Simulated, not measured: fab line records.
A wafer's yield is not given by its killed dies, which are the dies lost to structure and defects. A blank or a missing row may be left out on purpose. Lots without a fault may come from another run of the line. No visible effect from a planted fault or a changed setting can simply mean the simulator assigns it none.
The tool behind it: which one? / flow n5Finfet / 11 lots, 33 wafers sampled, at 5 steps of a route of 1938

WHAT THE GAUGES READ, wafer by wafer
The record holds no reading of a measuring or inspecting step that can be judged against a usual standard deviation.

WHICH TOOL RAN EACH LOT (tool, then ch and the chambers of the sampled wafers, then the start)
lot=L291; N5_BEOL_M6_CVD_78=cvdCo-01 ch 0,2, day 10 00:42; N5_MIM_TOP_ALD_01=aldHk-03 ch 0,1,2, day 13 00:32 or earlier; N5_MIM_BOT_ETCH_ETCH_03=rieMetal-01 ch 0, day 13 00:32; N5_PASSIVATION_ETCH_15=rieDiel-01 ch 1,2,3, no start; N5_PASSIVATION_PROBE_49=-
lot=L295; N5_BEOL_M6_CVD_78=cvdCo-02 ch 0,2, day 11 01:37; N5_MIM_TOP_ALD_01=aldHk-01 ch 0,1, day 14 07:06 or earlier; N5_MIM_BOT_ETCH_ETCH_03=rieMetal-02 ch 0,1, day 14 07:06; N5_PASSIVATION_ETCH_15=rieDiel-06 ch 0,2,3, no start; N5_PASSIVATION_PROBE_49=-
lot=L293; N5_BEOL_M6_CVD_78=cvdCo-01 ch 0,1,2, day 11 02:34; N5_MIM_TOP_ALD_01=aldHk-01 ch 0,1,3, day 14 12:35 or earlier; N5_MIM_BOT_ETCH_ETCH_03=rieMetal-03 ch 0,1, day 14 12:35; N5_PASSIVATION_ETCH_15=rieDiel-06 ch 1,3, no start; N5_PASSIVATION_PROBE_49=-
lot=L297; N5_BEOL_M6_CVD_78=cvdCo-01 ch 0,1, day 11 10:43; N5_MIM_TOP_ALD_01=aldHk-02 ch 1,2,3, day 14 19:19 or earlier; N5_MIM_BOT_ETCH_ETCH_03=rieMetal-01 ch 0,1, day 14 19:19; N5_PASSIVATION_ETCH_15=rieDiel-06 ch 0,3, no start; N5_PASSIVATION_PROBE_49=-
lot=L298; N5_BEOL_M6_CVD_78=cvdCo-01 ch 0,1, day 11 14:15; N5_MIM_TOP_ALD_01=aldHk-01 ch 0,1, day 15 05:35 or earlier; N5_MIM_BOT_ETCH_ETCH_03=rieMetal-03 ch 0,1, day 15 05:35; N5_PASSIVATION_ETCH_15=rieDiel-01 ch 0,2, no start; N5_PASSIVATION_PROBE_49=-
lot=L299; N5_BEOL_M6_CVD_78=cvdCo-01 ch 0,1,2, day 12 00:11; N5_MIM_TOP_ALD_01=aldHk-01 ch 0,2,3, day 15 11:35 or earlier; N5_MIM_BOT_ETCH_ETCH_03=rieMetal-02 ch 0,1, day 15 11:35; N5_PASSIVATION_ETCH_15=rieDiel-06 ch 0,1, no start; N5_PASSIVATION_PROBE_49=-
lot=L300; N5_BEOL_M6_CVD_78=cvdCo-01 ch 0,1,2, day 12 06:24; N5_MIM_TOP_ALD_01=aldHk-02 ch 0,1,3, day 15 14:03 or earlier; N5_MIM_BOT_ETCH_ETCH_03=rieMetal-01 ch 0,1, day 15 14:03; N5_PASSIVATION_ETCH_15=rieDiel-04 ch 0,3, day 16 01:55 or earlier; N5_PASSIVATION_PROBE_49=prober-02, day 16 01:55
lot=L301; N5_BEOL_M6_CVD_78=cvdCo-01 ch 0,2, day 12 15:08; N5_MIM_TOP_ALD_01=aldHk-02 ch 0,1, day 15 23:29 or earlier; N5_MIM_BOT_ETCH_ETCH_03=rieMetal-03 ch 0,1, day 15 23:29; N5_PASSIVATION_ETCH_15=rieDiel-01 ch 0,2, day 16 09:25 or earlier; N5_PASSIVATION_PROBE_49=prober-01, day 16 09:25
lot=L309; N5_BEOL_M6_CVD_78=cvdCo-02 ch 0,1,2, day 14 13:02; N5_MIM_TOP_ALD_01=aldHk-03 ch 0,1,3, day 17 23:23 or earlier; N5_MIM_BOT_ETCH_ETCH_03=rieMetal-02 ch 0,1, day 17 23:23; N5_PASSIVATION_ETCH_15=rieDiel-04 ch 0,3, no start; N5_PASSIVATION_PROBE_49=-
lot=L313; N5_BEOL_M6_CVD_78=cvdCo-01 ch 1,2, day 15 11:35; N5_MIM_TOP_ALD_01=aldHk-02 ch 0,1,3, day 19 10:51 or earlier; N5_MIM_BOT_ETCH_ETCH_03=rieMetal-03 ch 0,1, day 19 10:51; N5_PASSIVATION_ETCH_15=rieDiel-06 ch 1,3, no start; N5_PASSIVATION_PROBE_49=-
lot=L314; N5_BEOL_M6_CVD_78=cvdCo-01 ch 0,1,2, day 16 04:14; N5_MIM_TOP_ALD_01=aldHk-03 ch 0,1,2, day 19 03:28 or earlier; N5_MIM_BOT_ETCH_ETCH_03=rieMetal-03 ch 1, day 19 03:28; N5_PASSIVATION_ETCH_15=rieDiel-04 ch 0,1,3, no start; N5_PASSIVATION_PROBE_49=-
- N5_BEOL_M6_CVD_78: deposits Co from CCTBA/H2, target thk 2 nm, time 142.3 s.
- N5_MIM_TOP_ALD_01: deposits HfO2, target thk 5.6 nm, pulse time 1 s, purge time 3 s.
- N5_MIM_BOT_ETCH_ETCH_03: etches the open film in Cl2/BCl3, target depth 12 nm.
- N5_PASSIVATION_ETCH_15: etches SiCN in CF4/N2, target depth 75 nm, time 81.2 s.
- N5_PASSIVATION_PROBE_49

WHAT THE TOOLS THEMSELVES READ (means of the sampled wafers that have a number; where no wafer has one, the mark that the record gives instead)
N5_MIM_TOP_ALD_01.
lot=L291 tool=aldHk-03 precursorPulseHeightRel=1.001
lot=L295 tool=aldHk-01 precursorPulseHeightRel=0.992
lot=L293 tool=aldHk-01 precursorPulseHeightRel=0.983
lot=L297 tool=aldHk-02 precursorPulseHeightRel=0.999
lot=L298 tool=aldHk-01 precursorPulseHeightRel=1.004
lot=L299 tool=aldHk-01 precursorPulseHeightRel=0.984
lot=L300 tool=aldHk-02 precursorPulseHeightRel=1.002
lot=L301 tool=aldHk-02 precursorPulseHeightRel=0.984
lot=L309 tool=aldHk-03 precursorPulseHeightRel=0.986
lot=L313 tool=aldHk-02 precursorPulseHeightRel=1.008
lot=L314 tool=aldHk-03 precursorPulseHeightRel=0.987

N5_MIM_BOT_ETCH_ETCH_03.
lot=L291; tool=rieMetal-01; drypumpMotorCurrentA (A)=5.1; heBacksideLeakSccm (sccm)=3.86; oesProductAu (a.u.)=0.66; throttleValvePct (%)=27.87
lot=L295; tool=rieMetal-02; drypumpMotorCurrentA (A)=5.5; heBacksideLeakSccm (sccm)=3.51; oesProductAu (a.u.)=0.97; throttleValvePct (%)=27.35
lot=L293; tool=rieMetal-03; drypumpMotorCurrentA (A)=5.2; heBacksideLeakSccm (sccm)=3.32; oesProductAu (a.u.)=0.86; throttleValvePct (%)=27.39
lot=L297; tool=rieMetal-01; drypumpMotorCurrentA (A)=5.8; heBacksideLeakSccm (sccm)=3.63; oesProductAu (a.u.)=0.66; throttleValvePct (%)=27.74
lot=L298; tool=rieMetal-03; drypumpMotorCurrentA (A)=5.2; heBacksideLeakSccm (sccm)=3.22; oesProductAu (a.u.)=0.84; throttleValvePct (%)=27.39
lot=L299; tool=rieMetal-02; drypumpMotorCurrentA (A)=5.6; heBacksideLeakSccm (sccm)=3.53; oesProductAu (a.u.)=0.90; throttleValvePct (%)=27.39
lot=L300; tool=rieMetal-01; drypumpMotorCurrentA (A)=5.8; heBacksideLeakSccm (sccm)=3.44; oesProductAu (a.u.)=0.65; throttleValvePct (%)=27.76
lot=L301; tool=rieMetal-03; drypumpMotorCurrentA (A)=5.3; heBacksideLeakSccm (sccm)=3.36; oesProductAu (a.u.)=0.85; throttleValvePct (%)=27.53
lot=L309; tool=rieMetal-02; drypumpMotorCurrentA (A)=5.6; heBacksideLeakSccm (sccm)=3.56; oesProductAu (a.u.)=0.89; throttleValvePct (%)=27.40
lot=L313; tool=rieMetal-03; drypumpMotorCurrentA (A)=5.3; heBacksideLeakSccm (sccm)=3.34; oesProductAu (a.u.)=0.83; throttleValvePct (%)=27.56
lot=L314; tool=rieMetal-03; drypumpMotorCurrentA (A)=5.2; heBacksideLeakSccm (sccm)=3.17; oesProductAu (a.u.)=0.79; throttleValvePct (%)=27.26

N5_PASSIVATION_ETCH_15.
lot=L291; tool=rieDiel-01; drypumpMotorCurrentA (A)=5.7; mfcArSccm (sccm)=100.0; n2FlowSccm (sccm)=59.87; oesProductAu (a.u.)=0.79; rfVppV (V)=381.4; showerheadPlenumPTorr (Torr)=2.16; throttleValvePct (%)=15.33
lot=L295; tool=rieDiel-06; drypumpMotorCurrentA (A)=6.0; mfcArSccm (sccm)=100.1; n2FlowSccm (sccm)=60.00; oesProductAu (a.u.)=0.79; rfVppV (V)=381.7; showerheadPlenumPTorr (Torr)=2.19; throttleValvePct (%)=15.53
lot=L293; tool=rieDiel-06; drypumpMotorCurrentA (A)=5.0; mfcArSccm (sccm)=100.2; n2FlowSccm (sccm)=60.02; oesProductAu (a.u.)=0.69; rfVppV (V)=380.5; showerheadPlenumPTorr (Torr)=2.14; throttleValvePct (%)=15.69
lot=L297; tool=rieDiel-06; drypumpMotorCurrentA (A)=5.5; mfcArSccm (sccm)=99.7; n2FlowSccm (sccm)=60.12; oesProductAu (a.u.)=0.73; rfVppV (V)=380.3; showerheadPlenumPTorr (Torr)=2.13; throttleValvePct (%)=15.67
lot=L298; tool=rieDiel-01; drypumpMotorCurrentA (A)=5.2; mfcArSccm (sccm)=100.3; n2FlowSccm (sccm)=59.90; oesProductAu (a.u.)=0.76; rfVppV (V)=381.6; showerheadPlenumPTorr (Torr)=2.18; throttleValvePct (%)=15.45
lot=L299; tool=rieDiel-06; drypumpMotorCurrentA (A)=5.8; mfcArSccm (sccm)=100.1; n2FlowSccm (sccm)=59.88; oesProductAu (a.u.)=0.79; rfVppV (V)=383.1; showerheadPlenumPTorr (Torr)=2.22; throttleValvePct (%)=15.38
lot=L300; tool=rieDiel-04; drypumpMotorCurrentA (A)=5.5; mfcArSccm (sccm)=100.2; n2FlowSccm (sccm)=60.02; oesProductAu (a.u.)=0.86; rfVppV (V)=384.8; showerheadPlenumPTorr (Torr)=2.30; throttleValvePct (%)=15.29
lot=L301; tool=rieDiel-01; drypumpMotorCurrentA (A)=5.1; mfcArSccm (sccm)=99.9; n2FlowSccm (sccm)=59.95; oesProductAu (a.u.)=0.73; rfVppV (V)=380.8; showerheadPlenumPTorr (Torr)=2.15; throttleValvePct (%)=15.52
lot=L309; tool=rieDiel-04; drypumpMotorCurrentA (A)=5.5; mfcArSccm (sccm)=99.9; n2FlowSccm (sccm)=59.91; oesProductAu (a.u.)=0.83; rfVppV (V)=383.6; showerheadPlenumPTorr (Torr)=2.29; throttleValvePct (%)=15.30
lot=L313; tool=rieDiel-06; drypumpMotorCurrentA (A)=5.1; mfcArSccm (sccm)=100.5; n2FlowSccm (sccm)=60.15; oesProductAu (a.u.)=0.90; rfVppV (V)=384.1; showerheadPlenumPTorr (Torr)=2.28; throttleValvePct (%)=15.34
lot=L314; tool=rieDiel-04; drypumpMotorCurrentA (A)=5.7; mfcArSccm (sccm)=99.8; n2FlowSccm (sccm)=60.17; oesProductAu (a.u.)=0.78; rfVppV (V)=384.1; showerheadPlenumPTorr (Torr)=2.27; throttleValvePct (%)=15.45

N5_PASSIVATION_PROBE_49.
lot=L300; tool=prober-02; defectLimitedYield (%)=87.8; killed_at_M0_to_M3=30; killed_at_M4_up=37; killedAtContacts=13; killedAtFrontEnd=59; killedAtOther=4.7; killedDies=144; killedOnRim=27; killedOpen=70; killedShort=47; sort_bin_5_function (%)=7.0; sort_bin_6_memory (%)=3.9; sortNPass=1036; sortYieldPct (%)=87.8
lot=L301; tool=prober-01; defectLimitedYield (%)=88.9; killed_at_M0_to_M3=42; killed_at_M4_up=38; killedAtContacts=17; killedAtFrontEnd=29; killedAtOther=5.3; killedDies=131; killedOnRim=20; killedOpen=66; killedShort=37; sort_bin_5_function (%)=6.3; sort_bin_6_memory (%)=3.8; sortNPass=1049; sortYieldPct (%)=88.9

THE ANSWER, worked out from the rows above alone
Rule: the usual values come from the lots themselves. Put in order of their means at a reading, lots are off if they are a third of the lots or fewer, leave a main group of 4 or more, and stand apart from it by a gap of 3 or more times the standard deviation of the main group's means; of several such gaps the widest counts. A main group is skipped when, at the precision printed for the reading in the tables above, its means are all equal. A lot without any number at a reading at which 4 lots or more have one is off too. Where the step has rows for the other lots, those lots are counted as sound. First the gauges in route order, then the tools' own readings, where a lot's mean is used as printed above. At the first step where some lot is off, the reading lying furthest off is the one used; lots without a number count as furthest.
No lot is off on any of the readings shown, so nothing can be concluded from this.

WHAT THE SIMULATOR HAD PUT IN
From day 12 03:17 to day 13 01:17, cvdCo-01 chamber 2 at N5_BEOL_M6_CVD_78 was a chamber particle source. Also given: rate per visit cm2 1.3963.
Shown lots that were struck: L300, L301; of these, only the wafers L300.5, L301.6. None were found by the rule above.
